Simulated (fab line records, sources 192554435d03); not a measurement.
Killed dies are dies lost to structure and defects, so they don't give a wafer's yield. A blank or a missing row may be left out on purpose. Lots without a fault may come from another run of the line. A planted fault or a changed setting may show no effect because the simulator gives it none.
Which tool did it? | flow n5_finfet | 24 lots, 72 wafers sampled, at 6 steps of a route of 1938

WHAT THE GAUGES READ, wafer by wafer
N5_DUMMY_GATE_CD_MEAS_15: target cd 25.8 nm. Usual: cd_nm 25.08 nm, standard deviation 0.23.
lot  | measured    | on        | cd_nm (nm)        | flag
L074 | day 3 00:37 | cd_sem-02 | 25.10 25.18 25.18 |
L075 | day 3 05:58 | cd_sem-02 | 25.36 25.32 25.13 |
L076 | day 3 11:14 | cd_sem-03 | 25.19 24.99 24.95 |
L077 | day 3 15:33 | cd_sem-01 | 24.92 24.91 24.93 |
L078 | day 3 22:07 | cd_sem-02 | 25.30 25.54 25.29 |
L079 | day 4 03:40 | cd_sem-02 | 25.01 24.98 24.96 |
L080 | day 4 09:47 | cd_sem-01 | 25.05 24.66 24.87 |
L081 | day 4 15:59 | cd_sem-02 | 24.97 25.14 24.90 |
L082 | day 5 01:41 | cd_sem-02 | 25.27 25.23 25.05 |
L083 | day 5 06:08 | cd_sem-01 | 24.93 25.31 24.77 |
L084 | day 5 13:50 | cd_sem-03 | 25.34 24.77 25.47 |
L085 | day 5 19:22 | cd_sem-03 | 25.00 25.39 25.23 |
L086 | day 6 05:08 | cd_sem-01 | 24.95 24.61 24.93 |
L087 | day 6 06:05 | cd_sem-03 | 24.71 24.83 25.07 |
L088 | day 6 13:11 | cd_sem-02 | 25.38 25.45 25.42 |
L089 | day 6 16:00 | cd_sem-01 | 24.75 25.26 25.29 |
L090 | day 7 00:11 | cd_sem-03 | 24.92 25.08 24.98 |
L091 | day 7 04:15 | cd_sem-01 | 24.98 25.08 25.33 |
L092 | day 7 10:28 | cd_sem-02 | 25.14 25.45 25.27 |
L093 | day 7 17:23 | cd_sem-03 | 25.02 25.16 24.83 |
L094 | day 8 00:49 | cd_sem-01 | 25.05 24.69 25.05 |
L095 | day 8 03:56 | cd_sem-02 | 24.65 24.81 25.14 |
L096 | day 8 10:05 | cd_sem-03 | 24.91 25.18 25.02 |
L097 | day 8 19:47 | cd_sem-02 | 25.04 25.29 25.08 |

WHICH TOOL RAN EACH LOT (tool, then ch and the chambers of the sampled wafers, then the start)
lot  | N5_FIN_SAQP_ETCH_34               | N5_FIN_CUT_STRIP_22               | N5_STI_FIN_REVEAL_ALD_00         | N5_STI_FIN_REVEAL_ALD_14         | N5_DUMMY_GATE_ALD_02
L074 | rie_diel-01 ch 0,3, day 2 01:47   | rie_diel-04 ch 0,1, day 2 03:33   | ald_sin-02 ch 1,2, day 2 03:44   | ald_sin-02 ch 1,2, day 2 03:47   | ald_sin-03 ch 0,2,3, day 2 12:43
L075 | rie_diel-01 ch 1,3, day 2 08:33   | rie_diel-02 ch 0,1,3, day 2 10:13 | ald_sin-02 ch 0,2, day 2 10:25   | ald_sin-02 ch 0,2, day 2 10:28   | ald_sin-03 ch 0,1, day 2 20:30
L076 | rie_diel-01 ch 0,3, day 2 13:47   | rie_diel-05 ch 1,2, day 2 15:27   | ald_sin-02 ch 1,2, day 2 15:43   | ald_sin-02 ch 1,2, day 2 15:46   | ald_sin-03 ch 1,2, day 3 02:50
L077 | rie_diel-03 ch 1,2, day 2 19:40   | rie_diel-02 ch 0,1,2, day 2 21:32 | ald_sin-02 ch 1,2,3, day 2 21:43 | ald_sin-02 ch 1,2,3, day 2 21:46 | ald_sin-03 ch 0,1,2, day 3 07:07
L078 | rie_diel-06 ch 0,1,2, day 3 02:16 | rie_diel-05 ch 0,3, day 3 04:26   | ald_sin-01 ch 0,2,3, day 3 04:43 | ald_sin-01 ch 0,2,3, day 3 04:46 | ald_sin-02 ch 1,2,3, day 3 13:41
L079 | rie_diel-06 ch 2,3, day 3 07:40   | rie_diel-02 ch 0,2,3, day 3 09:22 | ald_sin-01 ch 1,2,3, day 3 09:34 | ald_sin-01 ch 1,2,3, day 3 09:37 | ald_sin-02 ch 0,1,3, day 3 19:07
L080 | rie_diel-03 ch 0,2, day 3 13:59   | rie_diel-04 ch 0,2,3, day 3 15:37 | ald_sin-04 ch 0,2, day 3 15:49   | ald_sin-04 ch 0,2, day 3 15:52   | ald_sin-02 ch 0,3, day 4 01:23
L081 | rie_diel-03 ch 1,2,3, day 3 19:52 | rie_diel-05 ch 0,2, day 3 21:30   | ald_sin-01 ch 0,1, day 3 21:42   | ald_sin-01 ch 0,1, day 3 21:45   | ald_sin-03 ch 1,3, day 4 07:28
L082 | rie_diel-06 ch 0,2,3, day 4 04:47 | rie_diel-02 ch 0,2, day 4 06:35   | ald_sin-01 ch 1,2,3, day 4 07:10 | ald_sin-01 ch 1,2,3, day 4 07:13 | ald_sin-03 ch 1,2,3, day 4 17:19
L083 | rie_diel-06 ch 0,1, day 4 08:39   | rie_diel-02 ch 0,1,2, day 4 10:26 | ald_sin-04 ch 0,1,3, day 4 11:47 | ald_sin-04 ch 0,1,3, day 4 11:50 | ald_sin-02 ch 0,1, day 4 21:43
L084 | rie_diel-01 ch 0,3, day 4 14:48   | rie_diel-05 ch 0,1,3, day 4 16:52 | ald_sin-01 ch 0,1,2, day 4 18:46 | ald_sin-01 ch 0,1,2, day 4 18:49 | ald_sin-03 ch 0,1,2, day 5 05:13
L085 | rie_diel-06 ch 0,1,3, day 4 21:29 | rie_diel-04 ch 1,2,3, day 4 23:08 | ald_sin-01 ch 0,1,3, day 5 01:32 | ald_sin-01 ch 0,1,3, day 5 01:35 | ald_sin-02 ch 0,1,2, day 5 10:50
L086 | rie_diel-03 ch 1,2,3, day 5 06:23 | rie_diel-02 ch 1,2,3, day 5 08:27 | ald_sin-04 ch 1,2, day 5 09:32   | ald_sin-04 ch 1,2, day 5 09:35   | ald_sin-02 ch 1,2, day 5 18:47
L087 | rie_diel-06 ch 0,1, day 5 11:02   | rie_diel-05 ch 0,1,3, day 5 12:41 | ald_sin-02 ch 0,1,2, day 5 12:53 | ald_sin-02 ch 0,1,2, day 5 12:56 | ald_sin-02 ch 0,1,3, day 5 21:41
L088 | rie_diel-03 ch 0,1, day 5 13:47   | rie_diel-05 ch 0,3, day 5 15:35   | ald_sin-02 ch 0,1, day 5 16:20   | ald_sin-02 ch 0,1, day 5 16:23   | ald_sin-03 ch 0,3, day 6 02:08
L089 | rie_diel-06 ch 1,2, day 5 20:13   | rie_diel-05 ch 0,1,3, day 5 22:05 | ald_sin-02 ch 0,2,3, day 5 22:17 | ald_sin-02 ch 0,2,3, day 5 22:20 | ald_sin-04 ch 0,2,3, day 6 07:36
L090 | rie_diel-01 ch 0,1,2, day 6 03:38 | rie_diel-04 ch 1,2,3, day 6 05:28 | ald_sin-02 ch 0,1,3, day 6 05:40 | ald_sin-02 ch 0,1,3, day 6 05:43 | ald_sin-04 ch 0,1,2, day 6 15:43
L091 | rie_diel-03 ch 0,1,3, day 6 08:53 | rie_diel-05 ch 0,1,2, day 6 10:40 | ald_sin-01 ch 0,1,2, day 6 11:02 | ald_sin-01 ch 0,1,2, day 6 11:05 | ald_sin-04 ch 0,2,3, day 6 19:53
L092 | rie_diel-01 ch 1,3, day 6 14:47   | rie_diel-04 ch 1,2, day 6 16:29   | ald_sin-02 ch 1,2,3, day 6 16:41 | ald_sin-02 ch 1,2,3, day 6 16:44 | ald_sin-02 ch 0,2,3, day 7 02:03
L093 | rie_diel-01 ch 1,2,3, day 6 19:55 | rie_diel-02 ch 0,2,3, day 6 21:36 | ald_sin-02 ch 0,2,3, day 6 21:48 | ald_sin-02 ch 0,2,3, day 6 21:51 | ald_sin-04 ch 0,1,3, day 7 07:04
L094 | rie_diel-06 ch 0,3, day 7 01:26   | rie_diel-02 ch 0,3, day 7 03:10   | ald_sin-02 ch 1,2,3, day 7 03:22 | ald_sin-02 ch 1,2,3, day 7 03:25 | ald_sin-02 ch 1,2,3, day 7 12:38
L095 | rie_diel-03 ch 1,2,3, day 7 08:08 | rie_diel-04 ch 1,3, day 7 09:47   | ald_sin-01 ch 1,2,3, day 7 09:59 | ald_sin-01 ch 1,2,3, day 7 10:02 | ald_sin-04 ch 0,1, day 7 19:32
L096 | rie_diel-06 ch 0,2,3, day 7 14:54 | rie_diel-04 ch 1,2, day 7 16:34   | ald_sin-02 ch 0,1,3, day 7 16:47 | ald_sin-02 ch 0,1,3, day 7 16:50 | ald_sin-03 ch 0,1,2, day 8 01:42
L097 | rie_diel-06 ch 1,2,3, day 7 19:53 | rie_diel-02 ch 0,1,3, day 8 02:14 | ald_sin-04 ch 0,1, day 8 02:26   | ald_sin-04 ch 0,1, day 8 02:29   | ald_sin-04 ch 0,1,3, day 8 11:23
- N5_FIN_SAQP_ETCH_34: etches SiO2 in C4F6/O2, target depth 45 nm, time 15 s.
- N5_FIN_CUT_STRIP_22: strips in N2/H2.
- N5_STI_FIN_REVEAL_ALD_00: deposits SiO2, target thk 1 nm, pulse time 1 s.
- N5_STI_FIN_REVEAL_ALD_14: deposits Si3N4, target thk 3 nm.
- N5_DUMMY_GATE_ALD_02: deposits SiO2, target thk 2 nm, pulse time 1 s.

WHAT THE TOOLS THEMSELVES READ (means of the sampled wafers that have a number; where no wafer has one, the mark that the record gives instead)
N5_FIN_SAQP_ETCH_34. Usual: C4F6_flow_sccm 10.003 sccm, standard deviation 0.03; drypump_motor_current_A 5.7 A, standard deviation 0.4; etch_rf_on_time_s 15.06 s, standard deviation 0.21; oes_o_777_au 0.75 a.u., standard deviation 0.067; oes_product_au 0.64 a.u., standard deviation 0.06; rf_fwd_power_W 336.3 W, standard deviation 0.91; rf_vpp_V 668 V, standard deviation 9.4; showerhead_plenum_p_Torr 2.84 Torr, standard deviation 0.093; throttle_valve_pct 21.15 %, standard deviation 0.26.
lot  | tool        | C4F6_flow_sccm (sccm) | drypump_motor_current_A (A) | etch_rf_on_time_s (s) | oes_o_777_au (a.u.) | oes_product_au (a.u.) | rf_fwd_power_W (W) | rf_vpp_V (V) | showerhead_plenum_p_Torr (Torr) | throttle_valve_pct (%) | flag
L074 | rie_diel-01 | 9.992                 | 5.5                         | 15.14                 | 0.74                | 0.65                  | 335.6              | 672          | 2.93                            | 21.01                  |
L075 | rie_diel-01 | 10.015                | 5.4                         | 14.92                 | 0.77                | 0.64                  | 336.2              | 663          | 2.77                            | 21.35                  |
L076 | rie_diel-01 | 9.976                 | 5.5                         | 14.79                 | 0.74                | 0.66                  | 335.7              | 670          | 2.88                            | 20.98                  |
L077 | rie_diel-03 | 9.970                 | 5.7                         | 15.05                 | 0.71                | 0.62                  | 337.3              | 663          | 2.88                            | 21.49                  |
L078 | rie_diel-06 | 10.014                | 5.7                         | 14.87                 | 0.74                | 0.64                  | 335.2              | 673          | 2.82                            | 20.98                  |
L079 | rie_diel-06 | 9.999                 | 5.5                         | 15.36                 | 0.68                | 0.59                  | 335.3              | 668          | 2.85                            | 21.45                  |
L080 | rie_diel-03 | 10.025                | 5.6                         | 15.06                 | 0.71                | 0.62                  | 337.2              | 666          | 2.73                            | 21.38                  |
L081 | rie_diel-03 | 10.009                | 6.0                         | 15.25                 | 0.76                | 0.65                  | 335.0              | 669          | 2.90                            | 21.29                  |
L082 | rie_diel-06 | 10.016                | 5.8                         | 15.24                 | 0.73                | 0.62                  | 335.4              | 675          | 2.83                            | 21.25                  |
L083 | rie_diel-06 | 10.000                | 5.8                         | 14.79                 | 0.73                | 0.63                  | 336.5              | 663          | 2.77                            | 20.93                  |
L084 | rie_diel-01 | 10.000                | 5.5                         | 14.96                 | 0.73                | 0.65                  | 336.4              | 669          | 2.88                            | 21.01                  |
L085 | rie_diel-06 | 10.022                | 5.9                         | 15.04                 | 0.71                | 0.62                  | 336.5              | 665          | 2.78                            | 21.20                  |
L086 | rie_diel-03 | 9.988                 | 6.0                         | 15.13                 | 0.74                | 0.64                  | 337.0              | 669          | 2.89                            | 21.31                  |
L087 | rie_diel-06 | 9.991                 | 5.8                         | 14.83                 | 0.72                | 0.63                  | 336.8              | 662          | 2.77                            | 20.95                  |
L088 | rie_diel-03 | 10.043                | 5.4                         | 15.24                 | 0.74                | 0.62                  | 336.8              | 667          | 2.81                            | 21.22                  |
L089 | rie_diel-06 | 9.982                 | 5.3                         | 14.98                 | 0.69                | 0.59                  | 335.5              | 672          | 2.86                            | 21.02                  |
L090 | rie_diel-01 | 9.967                 | 5.5                         | 15.13                 | 0.73                | 0.62                  | 337.4              | 661          | 2.84                            | 21.27                  |
L091 | rie_diel-03 | 9.969                 | 5.9                         | 15.02                 | 0.77                | 0.66                  | 337.5              | 670          | 2.90                            | 21.15                  |
L092 | rie_diel-01 | 10.014                | 5.4                         | 14.84                 | 0.74                | 0.63                  | 335.6              | 666          | 2.79                            | 21.19                  |
L093 | rie_diel-01 | 10.014                | 5.5                         | 15.01                 | 0.73                | 0.61                  | 336.6              | 661          | 2.79                            | 21.26                  |
L094 | rie_diel-06 | 10.016                | 6.2                         | 14.99                 | 0.82                | 0.71                  | 337.2              | 673          | 2.77                            | 21.14                  |
L095 | rie_diel-03 | 10.005                | 6.0                         | 15.20                 | 0.81                | 0.71                  | 335.9              | 672          | 3.00                            | 21.18                  |
L096 | rie_diel-06 | 10.022                | 5.8                         | 14.82                 | 0.79                | 0.69                  | 336.9              | 674          | 2.82                            | 21.16                  |
L097 | rie_diel-06 | 9.993                 | 5.5                         | 14.95                 | 0.83                | 0.73                  | 336.4              | 665          | 2.82                            | 20.97                  |

N5_FIN_CUT_STRIP_22. Usual: drypump_motor_current_A 5.7 A, standard deviation 0.42; oes_product_au 0.79 a.u., standard deviation 0.1; rf_vpp_V 54.2 V, standard deviation 2.2; showerhead_plenum_p_Torr 3.37 Torr, standard deviation 0.13; temp_c 40.00 C, standard deviation 0.12; throttle_valve_pct 19.2 %, standard deviation 0.34.
lot  | tool        | drypump_motor_current_A (A) | oes_product_au (a.u.) | rf_vpp_V (V) | showerhead_plenum_p_Torr (Torr) | temp_c (C) | throttle_valve_pct (%) | flag
L074 | rie_diel-04 | 5.1                         | 0.73                  | 55.1         | 3.29                            | 40.11      | 18.7                   |
L075 | rie_diel-02 | 5.4                         | 0.70                  | 55.5         | 3.34                            | 39.93      | 19.4                   |
L076 | rie_diel-05 | 5.8                         | 0.82                  | 55.5         | 3.31                            | 39.99      | 19.0                   |
L077 | rie_diel-02 | 5.6                         | 0.81                  | 55.5         | 3.42                            | 40.00      | 19.2                   |
L078 | rie_diel-05 | 5.6                         | 0.79                  | 53.8         | 3.35                            | 40.06      | 19.3                   |
L079 | rie_diel-02 | 5.8                         | 0.79                  | 54.8         | 3.43                            | 40.01      | 19.3                   |
L080 | rie_diel-04 | 5.7                         | 0.82                  | 54.4         | 3.36                            | 39.94      | 19.1                   |
L081 | rie_diel-05 | 5.4                         | 0.76                  | 55.5         | 3.24                            | 39.89      | 19.4                   |
L082 | rie_diel-02 | 5.8                         | 0.86                  | 55.5         | 3.51                            | 39.95      | 19.1                   |
L083 | rie_diel-02 | 5.6                         | 0.77                  | 54.7         | 3.41                            | 39.91      | 19.2                   |
L084 | rie_diel-05 | 5.9                         | 0.78                  | 53.8         | 3.39                            | 39.99      | 19.3                   |
L085 | rie_diel-04 | 5.8                         | 0.81                  | 56.2         | 3.39                            | 40.00      | 19.1                   |
L086 | rie_diel-02 | 5.5                         | 0.85                  | 51.9         | 3.40                            | 39.99      | 19.3                   |
L087 | rie_diel-05 | 5.9                         | 0.78                  | 53.9         | 3.39                            | 40.01      | 19.3                   |
L088 | rie_diel-05 | 5.6                         | 0.79                  | 55.5         | 3.34                            | 39.90      | 19.3                   |
L089 | rie_diel-05 | 5.9                         | 0.78                  | 53.3         | 3.39                            | 40.05      | 19.3                   |
L090 | rie_diel-04 | 5.9                         | 0.81                  | 56.6         | 3.39                            | 40.04      | 19.1                   |
L091 | rie_diel-05 | 5.7                         | 0.75                  | 53.6         | 3.29                            | 40.09      | 19.3                   |
L092 | rie_diel-04 | 5.5                         | 0.77                  | 54.4         | 3.40                            | 40.04      | 18.8                   |
L093 | rie_diel-02 | 5.8                         | 0.86                  | 52.0         | 3.42                            | 40.01      | 19.2                   |
L094 | rie_diel-02 | 5.8                         | 0.90                  | 52.5         | 3.33                            | 40.05      | 19.3                   |
L095 | rie_diel-04 | 5.5                         | 0.75                  | 53.0         | 3.30                            | 40.00      | 19.0                   |
L096 | rie_diel-04 | 5.5                         | 0.76                  | 56.4         | 3.39                            | 40.02      | 18.8                   |
L097 | rie_diel-02 | 5.5                         | 0.86                  | 55.2         | 3.32                            | 39.94      | 19.2                   |

N5_STI_FIN_REVEAL_ALD_00. Usual: heater_power_w 498 W, standard deviation 35; precursor_pulse_height_rel 0.997, standard deviation 0.021.
lot  | tool       | heater_power_w (W) | precursor_pulse_height_rel | flag
L074 | ald_sin-02 | 490                | 0.978                      |
L075 | ald_sin-02 | 520                | 1.014                      |
L076 | ald_sin-02 | 490                | 0.993                      |
L077 | ald_sin-02 | 498                | 1.010                      |
L078 | ald_sin-01 | 503                | 0.993                      |
L079 | ald_sin-01 | 472                | 1.000                      |
L080 | ald_sin-04 | 518                | 1.005                      |
L081 | ald_sin-01 | 503                | 1.015                      |
L082 | ald_sin-01 | 470                | 0.993                      |
L083 | ald_sin-04 | 482                | 1.011                      |
L084 | ald_sin-01 | 490                | 0.985                      |
L085 | ald_sin-01 | 496                | 0.994                      |
L086 | ald_sin-04 | 483                | 1.003                      |
L087 | ald_sin-02 | 499                | 0.995                      |
L088 | ald_sin-02 | 506                | 1.012                      |
L089 | ald_sin-02 | 535                | 0.987                      |
L090 | ald_sin-02 | 509                | 1.009                      |
L091 | ald_sin-01 | 494                | 1.009                      |
L092 | ald_sin-02 | 496                | 1.000                      |
L093 | ald_sin-02 | 528                | 0.974                      |
L094 | ald_sin-02 | 500                | 0.996                      |
L095 | ald_sin-01 | 473                | 0.999                      |
L096 | ald_sin-02 | 515                | 1.020                      |
L097 | ald_sin-04 | 523                | 0.984                      |

N5_STI_FIN_REVEAL_ALD_14. Usual: heater_power_w 890 W, standard deviation 62.
lot  | tool       | heater_power_w (W) | flag
L074 | ald_sin-02 | 891                |
L075 | ald_sin-02 | 939                |
L076 | ald_sin-02 | 873                |
L077 | ald_sin-02 | 889                |
L078 | ald_sin-01 | 890                |
L079 | ald_sin-01 | 850                |
L080 | ald_sin-04 | 914                |
L081 | ald_sin-01 | 895                |
L082 | ald_sin-01 | 834                |
L083 | ald_sin-04 | 840                |
L084 | ald_sin-01 | 883                |
L085 | ald_sin-01 | 862                |
L086 | ald_sin-04 | 862                |
L087 | ald_sin-02 | 908                |
L088 | ald_sin-02 | 916                |
L089 | ald_sin-02 | 953                |
L090 | ald_sin-02 | 908                |
L091 | ald_sin-01 | 870                |
L092 | ald_sin-02 | 895                |
L093 | ald_sin-02 | 942                |
L094 | ald_sin-02 | 894                |
L095 | ald_sin-01 | 849                |
L096 | ald_sin-02 | 925                |
L097 | ald_sin-04 | 938                |

N5_DUMMY_GATE_ALD_02. Usual: heater_power_w 476 W, standard deviation 47; precursor_pulse_height_rel 1.000, standard deviation 0.018.
lot  | tool       | heater_power_w (W) | precursor_pulse_height_rel | flag
L074 | ald_sin-03 | 428                | 0.996                      |
L075 | ald_sin-03 | 425                | 1.001                      |
L076 | ald_sin-03 | 448                | 0.997                      |
L077 | ald_sin-03 | 448                | 1.013                      |
L078 | ald_sin-02 | 498                | 0.993                      |
L079 | ald_sin-02 | 507                | 1.015                      |
L080 | ald_sin-02 | 539                | 0.982                      |
L081 | ald_sin-03 | 426                | 1.014                      |
L082 | ald_sin-03 | 436                | 0.976                      |
L083 | ald_sin-02 | 480                | 0.981                      |
L084 | ald_sin-03 | 437                | 1.014                      |
L085 | ald_sin-02 | 508                | 1.009                      |
L086 | ald_sin-02 | 475                | 1.017                      |
L087 | ald_sin-02 | 511                | 0.988                      |
L088 | ald_sin-03 | 419                | 1.003                      |
L089 | ald_sin-04 | 470                | 0.998                      |
L090 | ald_sin-04 | 502                | 0.992                      |
L091 | ald_sin-04 | 472                | 0.994                      |
L092 | ald_sin-02 | 528                | 1.011                      |
L093 | ald_sin-04 | 469                | 1.009                      |
L094 | ald_sin-02 | 498                | 1.002                      |
L095 | ald_sin-04 | 509                | 1.002                      |
L096 | ald_sin-03 | 455                | 0.999                      |
L097 | ald_sin-04 | 477                | 0.993                      |

THE ANSWER, worked out from the rows above alone
Rule: a lot is off if the mean of its wafers that have a number lies more than 3 standard deviations from the usual mean. A lot without any number at a reading at which 4 lots or more have one is off too. The other lots that the step has rows for count as sound. The gauges are gone through in route order, then the tools' own readings, and for those a lot's mean is taken as printed above. The first step at which some lot is off is used, and at that step the reading that is off furthest; a lot without a number counts as furthest.
No lot is off at any reading shown: from this, nothing can be told.

WHAT THE SIMULATOR HAD PUT IN
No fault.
